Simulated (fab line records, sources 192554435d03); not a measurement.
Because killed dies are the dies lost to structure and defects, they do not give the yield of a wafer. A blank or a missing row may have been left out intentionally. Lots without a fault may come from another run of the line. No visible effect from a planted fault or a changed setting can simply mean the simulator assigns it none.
Matching of chambers || flow n5_finfet || ald_metal-02 running N5_MOL_CONTACT_COAG_ALD_20: 4 sister chambers
The step deposits TiN, target thk 1.5 nm, pulse time 1 s, purge time 3 s. 8 wafers are shown with their chamber, then 12 later ones without.

WAFERS PAIRED WITH THEIR CHAMBERS
{"wafer": "L080.3", "chamber": 1, "heater_power_w (W)": 949, "heater_power_outer_w (W)": 594}
{"wafer": "L080.6", "chamber": 1, "heater_power_w (W)": 953, "heater_power_outer_w (W)": 603}
{"wafer": "L089.1", "chamber": 3, "heater_power_w (W)": 1016, "heater_power_outer_w (W)": 655}
{"wafer": "L089.4", "chamber": 2, "heater_power_w (W)": 785, "heater_power_outer_w (W)": 494}
{"wafer": "L089.6", "chamber": 0, "heater_power_w (W)": 1001, "heater_power_outer_w (W)": 589}
{"wafer": "L090.1", "chamber": 3, "heater_power_w (W)": 1026, "heater_power_outer_w (W)": 654}
{"wafer": "L090.3", "chamber": 2, "heater_power_w (W)": 797, "heater_power_outer_w (W)": 502}
{"wafer": "L090.5", "chamber": 0, "heater_power_w (W)": 979, "heater_power_outer_w (W)": 608}

WAFERS WITHOUT THEIR CHAMBER
{"wafer": "L092.2", "heater_power_w (W)": 804, "heater_power_outer_w (W)": 476}
{"wafer": "L092.4", "heater_power_w (W)": 1057, "heater_power_outer_w (W)": 642}
{"wafer": "L092.6", "heater_power_w (W)": 1014, "heater_power_outer_w (W)": 617}
{"wafer": "L093.2", "heater_power_w (W)": 1020, "heater_power_outer_w (W)": 618}
{"wafer": "L093.3", "heater_power_w (W)": 1032, "heater_power_outer_w (W)": 650}
{"wafer": "L093.5", "heater_power_w (W)": 943, "heater_power_outer_w (W)": 620}
{"wafer": "L095.1", "heater_power_w (W)": 944, "heater_power_outer_w (W)": 597}
{"wafer": "L095.2", "heater_power_w (W)": 1015, "heater_power_outer_w (W)": 651}
{"wafer": "L095.5", "heater_power_w (W)": 1047, "heater_power_outer_w (W)": 648}
{"wafer": "L097.3", "heater_power_w (W)": 793, "heater_power_outer_w (W)": 500}
{"wafer": "L097.5", "heater_power_w (W)": 1028, "heater_power_outer_w (W)": 650}
{"wafer": "L097.6", "heater_power_w (W)": 787, "heater_power_outer_w (W)": 478}

WHICH CHAMBER EACH WENT THROUGH
{"wafer": "L092.2", "from the rows above": 2, "in truth": 2}
{"wafer": "L092.4", "from the rows above": 3, "in truth": 3}
{"wafer": "L092.6", "from the rows above": "can't be placed: 0 or 3", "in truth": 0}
{"wafer": "L093.2", "from the rows above": "can't be placed: 0 or 3", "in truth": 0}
{"wafer": "L093.3", "from the rows above": 3, "in truth": 3}
{"wafer": "L093.5", "from the rows above": 1, "in truth": 1}
{"wafer": "L095.1", "from the rows above": 1, "in truth": 1}
{"wafer": "L095.2", "from the rows above": 3, "in truth": 3}
{"wafer": "L095.5", "from the rows above": 3, "in truth": 3}
{"wafer": "L097.3", "from the rows above": 2, "in truth": 2}
{"wafer": "L097.5", "from the rows above": 3, "in truth": 3}
{"wafer": "L097.6", "from the rows above": 2, "in truth": 2}
Correctly placed: 10 of 12. Unplaceable from these rows: 2, with the true chamber sitting among the candidates in 2. 0 placed wrongly.
How it was worked out, from the rows above alone: a wafer's distance from a chamber is the root of the sum, over the readings, of the square of ((its reading less the chamber's mean) divided by the reading's scatter). If the next closest chamber is less than 2 further off than the closest, the wafer can't be placed; otherwise it belongs to the closest. Each chamber's mean is taken over the wafers shown for it. The scatter: the root of (the sum of the squares of (reading less its chamber's mean) over the shown wafers, divided by (wafers less chambers)).
